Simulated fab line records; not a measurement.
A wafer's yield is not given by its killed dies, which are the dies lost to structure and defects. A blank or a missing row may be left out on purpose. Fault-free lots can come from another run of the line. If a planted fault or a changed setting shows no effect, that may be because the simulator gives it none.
Split-lot experiment | flow n5Finfet | 21 wafers read from 7 lots, route of 1938 steps

== ON THE SPLIT ==
At N5_BEOL_M0_ETCH_109 (etches SiCN in CH3F/O2, target depth 8 nm, overetch 2.4 nm, time 27.4 s), the setting biasW was moved away from the recipe's 75 W on 6 of the 21 wafers read, by -12.3% to +9.1%. All remaining wafers had this setting at the recipe value.

The reading is taken at the split's own step.

== THE READING ==
rfVppV, in V, at N5_BEOL_M0_ETCH_109 (etches SiCN in CH3F/O2, target depth 8 nm, overetch 2.4 nm, time 27.4 s). On this fab line, fault-free wafers typically give 296.9 V with a standard deviation of 1.4 V.

wafer  | tool, chamber at the split | biasW as run, W | against the recipe | rfVppV, V | against lot-mates on the recipe
L074.1 | rieDiel-05, 1              | 81.83           | +9.1%              | 314.6     | +17.1
L074.3 | rieDiel-05, 3              | 75              | recipe             | 297.5     | -
L074.5 | rieDiel-05, 2              | 81.83           | +9.1%              | 314.6     | +17.1
L077.3 | rieDiel-06, 1              | 75              | recipe             | 298.4     | -
L077.4 | rieDiel-06, 3              | 75              | recipe             | 296.8     | -
L077.6 | rieDiel-06, 1              | 70.56           | -5.9%              | 286.5     | -11.1
L080.2 | rieDiel-03, 2              | 75              | recipe             | 294.6     | -
L080.4 | rieDiel-03, 0              | 75              | recipe             | 295.7     | -
L080.6 | rieDiel-03, 3              | 75              | recipe             | 296.1     | -
L082.1 | rieDiel-03, 0              | 75              | recipe             | 295.2     | -
L082.2 | rieDiel-03, 2              | 75              | recipe             | 295.3     | -
L082.6 | rieDiel-03, 0              | 80.26           | +7.0%              | 308.8     | +13.6
L084.2 | rieDiel-03, 2              | 75              | recipe             | 296.1     | -
L084.4 | rieDiel-03, 1              | 75              | recipe             | 298.4     | -
L084.6 | rieDiel-03, 1              | 75              | recipe             | 297.6     | -
L091.2 | rieDiel-03, 1              | 75              | recipe             | 297.3     | -
L091.3 | rieDiel-03, 3              | 67.52           | -10.0%             | 279.1     | -17.4
L091.4 | rieDiel-03, 2              | 75              | recipe             | 295.8     | -
L094.1 | rieDiel-05, 0              | 75              | recipe             | 297.9     | -
L094.2 | rieDiel-05, 2              | 75              | recipe             | 298.7     | -
L094.3 | rieDiel-05, 1              | 65.75           | -12.3%             | 272.8     | -25.5

FIT RESULTS
A straight line over all 21 wafers: rfVppV changes by +1.88 V for each +1% of biasW; r = +0.99; the points scatter about the line by 1.2 V.
The same after taking each lot's own level away (the mean of its wafers on the recipe; 21 wafers): +1.91 V for each +1%; r = +1.00; scatter 0.83 V.
On that fit, the largest move of biasW shifts the reading by 24 V.
The lots' own levels span 295.25 to 298.30 V, that is 2.2 times the standard deviation above.
The two slopes are in agreement: the lot-to-lot level therefore moves the slope only a little.
Check: for one of the wafers moved furthest among these (-12.3%), held out of the fit, the line's prediction against its lot-mates is -22.7 V. It came out at -25.5 V against them.
Tool readings at the split's step, against how far the setting was moved: rfVppV r = +0.99.

== ADDITIONAL SPLITS CARRIED BY THESE WAFERS ==
Note: prior to the reading, these wafers also went through further splits. Each is held against what the fit with the lots' levels taken away leaves over:
other split on the same wafers  | wafers away from the commonest value | r with rfVppV (lot level and that fit taken away)
N5_BEOL_M0_SAQP_PEB_12 pebTimeS | 6                                    | -0.35

== THE FILE'S OWN FIT ==
rfVppV changes by +1.92 V for each +1% of biasW, r = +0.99.
